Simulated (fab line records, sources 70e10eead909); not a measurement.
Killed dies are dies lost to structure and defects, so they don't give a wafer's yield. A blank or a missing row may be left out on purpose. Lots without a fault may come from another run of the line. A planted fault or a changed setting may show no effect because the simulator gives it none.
Chamber matching | flow nand_harc | NHARC_P_CONTACT_ALD_22 on ald_metal-01: 4 sister chambers
The step deposits TiN, target thk 3 nm, pulse time 1 s, ald cycles 150. 4 wafers are shown with their chamber, then 12 later ones without.

WAFERS WITH THEIR CHAMBER
wafer  | chamber | heater_power_w (W)
L085.4 | 1       | 1054
L085.6 | 0       | 1203
L086.2 | 2       | 1100
L086.5 | 3       | 1011

WAFERS WITHOUT THEIR CHAMBER
wafer  | heater_power_w (W)
L088.2 | 1148
L088.4 | 1038
L088.5 | 1175
L091.1 | 1175
L091.2 | 1059
L091.5 | 1025
L095.2 | 1045
L095.5 | 1111
L095.6 | 1069
L097.1 | 1014
L097.2 | 1190
L097.5 | 1176

WHICH CHAMBER EACH WENT THROUGH
wafer  | from the rows above          | in truth
L088.2 | can't be placed: 2 or 0      | 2
L088.4 | can't be placed: 1 or 3      | 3
L088.5 | 0                            | 0
L091.1 | 0                            | 0
L091.2 | can't be placed: 1 or 2 or 3 | 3
L091.5 | can't be placed: 3 or 1      | 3
L095.2 | can't be placed: 1 or 3      | 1
L095.5 | 2                            | 2
L095.6 | can't be placed: 1 or 2 or 3 | 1
L097.1 | can't be placed: 3 or 1      | 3
L097.2 | 0                            | 0
L097.5 | 0                            | 0
Placed correctly: 5 of 12. Can't be placed from these rows: 7 (the true chamber is among the candidates in 7). Placed wrongly: 0.
How it was worked out, from the rows above alone: a wafer's distance from a chamber is the root of the sum, over the readings, of the square of ((its reading less the chamber's mean) divided by the reading's scatter). The wafer belongs to the nearest chamber; if the next one is less than 2 further off, it can't be placed. A chamber's mean is the mean of its shown wafers. The scatter: with one shown wafer a chamber, the root of the mean of the squares of how far each hidden wafer lies from its nearest shown one.
